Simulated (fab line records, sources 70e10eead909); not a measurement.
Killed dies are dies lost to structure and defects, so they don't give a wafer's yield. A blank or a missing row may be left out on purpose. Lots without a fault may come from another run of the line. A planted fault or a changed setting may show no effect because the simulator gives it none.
Chamber matching | flow nand_harc | NHARC_P_M1_PRE_CLEAN_32 on pecvd-02: 3 sister chambers
The step time 12 s. 6 wafers are shown with their chamber, then 7 later ones without.

WAFERS WITH THEIR CHAMBER
wafer  | chamber | heater_power_outer_w (W) | heater_power_w (W)
L088.5 | 1       | 459                      | 705
L089.1 | 0       | 391                      | 681
L089.4 | 1       | 463                      | 728
L089.5 | 2       | 372                      | 687
L090.3 | 2       | 396                      | 716
L090.4 | 0       | 371                      | 665

WAFERS WITHOUT THEIR CHAMBER
wafer  | heater_power_outer_w (W) | heater_power_w (W)
L090.6 | 403                      | 714
L093.2 | 317                      | 616
L093.3 | 496                      | 791
L093.5 | 395                      | 710
L095.2 | 455                      | 743
L095.5 | 387                      | 706
L095.6 | 394                      | 671

WHICH CHAMBER EACH WENT THROUGH
wafer  | from the rows above     | in truth
L090.6 | can't be placed: 2 or 0 | 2
L093.2 | can't be placed: 0 or 2 | 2
L093.3 | 1                       | 1
L093.5 | can't be placed: 2 or 0 | 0
L095.2 | 1                       | 1
L095.5 | can't be placed: 2 or 0 | 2
L095.6 | can't be placed: 0 or 2 | 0
Placed correctly: 2 of 7. Can't be placed from these rows: 5 (the true chamber is among the candidates in 5). Placed wrongly: 0.
How it was worked out, from the rows above alone: a wafer's distance from a chamber is the root of the sum, over the readings, of the square of ((its reading less the chamber's mean) divided by the reading's scatter). The wafer belongs to the nearest chamber; if the next one is less than 2 further off, it can't be placed. A chamber's mean is the mean of its shown wafers. The scatter: the root of (the sum of the squares of (reading less its chamber's mean) over the shown wafers, divided by (wafers less chambers)).
